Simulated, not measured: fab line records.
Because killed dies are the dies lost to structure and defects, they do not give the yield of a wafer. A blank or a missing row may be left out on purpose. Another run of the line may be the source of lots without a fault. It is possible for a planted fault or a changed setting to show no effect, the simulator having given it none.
Chamber matching || flow n5_finfet || N5_MOL_CONTACT_COAG_ALD_131 on ald_sin-04: 4 sister chambers
The step deposits SiO2, target thk 5 nm, pulse time 1 s, co reactant pulse time 1 s. 4 wafers are shown with their chamber, then 10 later ones without.

== EACH WAFER AND ITS CHAMBER ==
{"wafer": "L085.5", "chamber": 1, "heater_power_w (W)": 75}
{"wafer": "L085.6", "chamber": 0, "heater_power_w (W)": 77}
{"wafer": "L090.2", "chamber": 3, "heater_power_w (W)": 83}
{"wafer": "L090.3", "chamber": 2, "heater_power_w (W)": 73}

== WAFERS WITH NO CHAMBER GIVEN ==
{"wafer": "L090.5", "heater_power_w (W)": 73}
{"wafer": "L092.2", "heater_power_w (W)": 72}
{"wafer": "L092.4", "heater_power_w (W)": 76}
{"wafer": "L092.6", "heater_power_w (W)": 84}
{"wafer": "L096.2", "heater_power_w (W)": 71}
{"wafer": "L096.3", "heater_power_w (W)": 85}
{"wafer": "L096.5", "heater_power_w (W)": 74}
{"wafer": "L097.2", "heater_power_w (W)": 83}
{"wafer": "L097.4", "heater_power_w (W)": 76}
{"wafer": "L097.5", "heater_power_w (W)": 72}

== WHICH CHAMBER EACH WENT THROUGH ==
{"wafer": "L090.5", "from the rows above": "can't be placed: 2 or 1", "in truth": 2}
{"wafer": "L092.2", "from the rows above": "can't be placed: 2 or 1", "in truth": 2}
{"wafer": "L092.4", "from the rows above": "can't be placed: 0 or 1 or 2", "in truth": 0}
{"wafer": "L092.6", "from the rows above": 3, "in truth": 3}
{"wafer": "L096.2", "from the rows above": "can't be placed: 2 or 1", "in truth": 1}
{"wafer": "L096.3", "from the rows above": 3, "in truth": 3}
{"wafer": "L096.5", "from the rows above": "can't be placed: 1 or 2 or 0", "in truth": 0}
{"wafer": "L097.2", "from the rows above": 3, "in truth": 3}
{"wafer": "L097.4", "from the rows above": "can't be placed: 0 or 1 or 2", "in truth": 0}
{"wafer": "L097.5", "from the rows above": "can't be placed: 2 or 1", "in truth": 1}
3 of 10 placed correctly. Can't be placed from these rows: 7 (the true chamber is among the candidates in 7). Placed wrongly: 0.
How it was worked out, from the rows above alone: a wafer's distance from a chamber is the root of the sum, over the readings, of the square of ((its reading less the chamber's mean) divided by the reading's scatter). If the next closest chamber is less than 2 further off than the closest, the wafer can't be placed; otherwise it belongs to the closest. A chamber's mean is the mean of its shown wafers. The scatter: root of mean squared gap, hidden wafer to nearest shown wafer, with one shown wafer a chamber.
